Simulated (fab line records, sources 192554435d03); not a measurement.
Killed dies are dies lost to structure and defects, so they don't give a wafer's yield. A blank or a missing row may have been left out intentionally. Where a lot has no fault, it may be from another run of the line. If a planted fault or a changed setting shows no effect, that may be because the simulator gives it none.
Chamber matching ; flow n5_finfet ; N5_BEOL_M1_ILD_DEP_00 on pecvd-04: 3 sister chambers
The step deposits SiOC from DEMS/O2, target thk 79 nm, time 15.3 s. 3 wafers are shown with their chamber, then 7 later ones without.

== WAFERS PAIRED WITH THEIR CHAMBERS ==
wafer;chamber;throttle_valve_pct (%)
L089.5;2;11.3
L092.2;1;11.3
L092.4;0;11.9

== WAFERS WITHOUT THEIR CHAMBER ==
wafer;throttle_valve_pct (%)
L092.5;11.4
L093.3;12.3
L093.5;12.1
L093.6;11.5
L091.3;12.1
L091.4;11.4
L091.5;11.6

== WHICH CHAMBER EACH ONE RAN IN ==
wafer;from the rows above;in truth
L092.5;can't be placed: 1 or 2 or 0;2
L093.3;0;0
L093.5;0;0
L093.6;can't be placed: 1 or 2 or 0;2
L091.3;0;0
L091.4;can't be placed: 1 or 2 or 0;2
L091.5;can't be placed: 1 or 2 or 0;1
Placed correctly: 3 of 7. These rows do not allow placing 4 (true chamber among the candidates in 4). Number placed wrongly: 0.
How it was worked out, from the rows above alone: a wafer's distance from a chamber is the root of the sum, over the readings, of the square of ((its reading less the chamber's mean) divided by the reading's scatter). The wafer belongs to the nearest chamber; if the next one is less than 2 further off, it can't be placed. A chamber's mean is the mean of its shown wafers. The scatter: with one shown wafer a chamber, the root of the mean of the squares of how far each hidden wafer lies from its nearest shown one.
